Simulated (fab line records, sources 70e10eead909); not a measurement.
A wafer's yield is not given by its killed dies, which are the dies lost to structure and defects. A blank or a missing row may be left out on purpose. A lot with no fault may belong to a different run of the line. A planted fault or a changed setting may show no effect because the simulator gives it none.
A struck lot beside a sound one ; flow nand_harc ; 15 steps out of a route of 1159
Sound: these wafers, L817.1, L817.3, L817.5. Struck: wafers L825.1, L825.3, L825.4. Last of all comes the cause.
Order at every step that has rows: each side's tool, ch and its chambers, its first start. Under that, the readings that differ: sound wafers ; struck wafers ; difference of the means ; sigmas: that difference in standard deviations of wafers without a fault.
alike: readings with means less than 2 such deviations apart, plus words and numbers identical on both sides. not compared: withheld readings, readings lacking a value on some wafer, bounds such as >300 that could conceal the same value, and numbers that have no deviation in the record and whose values overlap.
The two part at a step that has a row with sigmas, a row that says differs or no value, or rows on one side only. Numbers that don't overlap but have no deviation are shown without sigmas and don't part them. Lack of a reading on every wafer of one side parts them only where that side has two or more wafers.

NHARC_A_CHANNEL_HOLE_D1_INSPECT_40:
  sound on defect_inspect-01 at day 10 07:44; struck on defect_inspect-02 at day 12 07:30
reading;sound;struck;difference;sigmas
raw_defect_count;47 44 24;104 78 68;+45;+2
then, 2 steps without rows for these wafers: NHARC_A_CHANNEL_FILL_D1_PRECLEAN_00 (cleans in SC1); NHARC_A_CHANNEL_FILL_D1_SRD_01.
NHARC_A_CHANNEL_FILL_D1_ALD_02: deposits SiO2, target thk 6 nm, pulse time 10 s, ald cycles 60.
  sound on ald_hk-02 ch 2,3, day 10 08:08; struck on ald_hk-04 ch 1,2,3, day 12 07:43
  alike: heater_power_w, precursor_pulse_height_rel
then, 1 step without rows for these wafers: NHARC_A_CHANNEL_FILL_D1_ALD_03 (deposits SiNx, target thk 6 nm, pulse time 60 s, ald cycles 58).
NHARC_A_CHANNEL_FILL_D1_ALD_14: deposits SiO2, target thk 2.5 nm, pulse time 10 s, ald cycles 25.
  sound on ald_hk-04 ch 0,1,2, day 10 18:12; struck on ald_hk-01 ch 0,1,3, day 12 14:28
  alike: heater_power_w, precursor_pulse_height_rel
NHARC_A_CHANNEL_FILL_D1_ALD_15: deposits SiNx, target thk 2 nm, pulse time 60 s, ald cycles 19.
  sound on ald_sin_batch-02 ch 0; struck on ald_sin_batch-02 ch 0, day 12 17:48
  alike: precursor_pulse_height_rel
then, 3 steps without rows for these wafers: NHARC_A_CHANNEL_FILL_D1_ALD_16 (deposits SiO2, target thk 1.5 nm, pulse time 10 s, ald cycles 15); NHARC_A_CHANNEL_FILL_D1_ANNEAL_17 (time 1800 s); NHARC_A_CHANNEL_FILL_D1_CVD_18 (deposits poly-Si, target thk 3 nm).
NHARC_A_CHANNEL_FILL_D1_ETCHBACK_19: etches the open film in HBr/Cl2, target depth 5 nm, time 1.7 s.
  sound on rie_si-01 ch 1,2,3, day 11 12:17; struck on rie_si-04 ch 1,2,3, day 13 08:02
reading;sound;struck;difference;sigmas
throttle_valve_pct (%);26.398 26.387 26.399;26.406 26.416 26.431;+0.023;+2
  alike: drypump_motor_current_A, hbr_flow_sccm, oes_product_au
  not compared: rf_hours_counter_h
NHARC_A_CHANNEL_FILL_D1_ETCHBACK_20: etches the open film in C4F8/O2/Ar, target depth 27 nm, time 13.5 s.
  sound on rie_diel-12 ch 0,2,3, day 11 12:25; struck on rie_diel-12 ch 0,1,2, day 13 08:11
  alike: oes_product_au, rf_vpp_V
  not compared: rf_hours_counter_h
NHARC_A_CHANNEL_FILL_D1_STRIP_28: strips in O2, time 20 s.
  sound on rie_diel-12 ch 0,3, day 11 12:29; struck on rie_diel-12 ch 0,1,2, day 13 08:16
  no value came back on the struck wafers for any of 7 readings (bias_w (W), chamber_pressure_mTorr (mTorr) and others); on the sound wafers bias_w (W) reads 0 0 0
  not compared: rf_hours_counter_h
then, 1 step without rows for these wafers: NHARC_A_CHANNEL_FILL_D1_PRECLEAN_21 (cleans in dHF, time 30 s).
-- record jumps: 10 days between struck wafers' starts before vs after; left off in module A_CHANNEL_FILL_D1, resumes in module END, first step shown is number 1159 of the route --
NHARC_END_SORT_01:
  sound on prober-02 ch 0, day 21 10:17; struck on prober-01 ch 0, day 23 11:04
reading;sound;struck;difference;sigmas
hold;- - -;await_dispo/3.4h/scrap await_dispo/3.4h/scrap await_dispo/3.4h/scrap;no value on the sound wafers;
killed_at_array;31 29 21;670 674 666;+643;+82
killed_at_periphery;3 1 1;7 3 11;+5;+2
killed_dies;34 31 23;677 677 677;+648;+79
  alike: killed_at_other, killed_open, killed_short

## WHERE THEY PART
Earliest at NHARC_A_CHANNEL_HOLE_D1_INSPECT_40; latest, in this record, at NHARC_END_SORT_01.

WHY: what the simulator had put in
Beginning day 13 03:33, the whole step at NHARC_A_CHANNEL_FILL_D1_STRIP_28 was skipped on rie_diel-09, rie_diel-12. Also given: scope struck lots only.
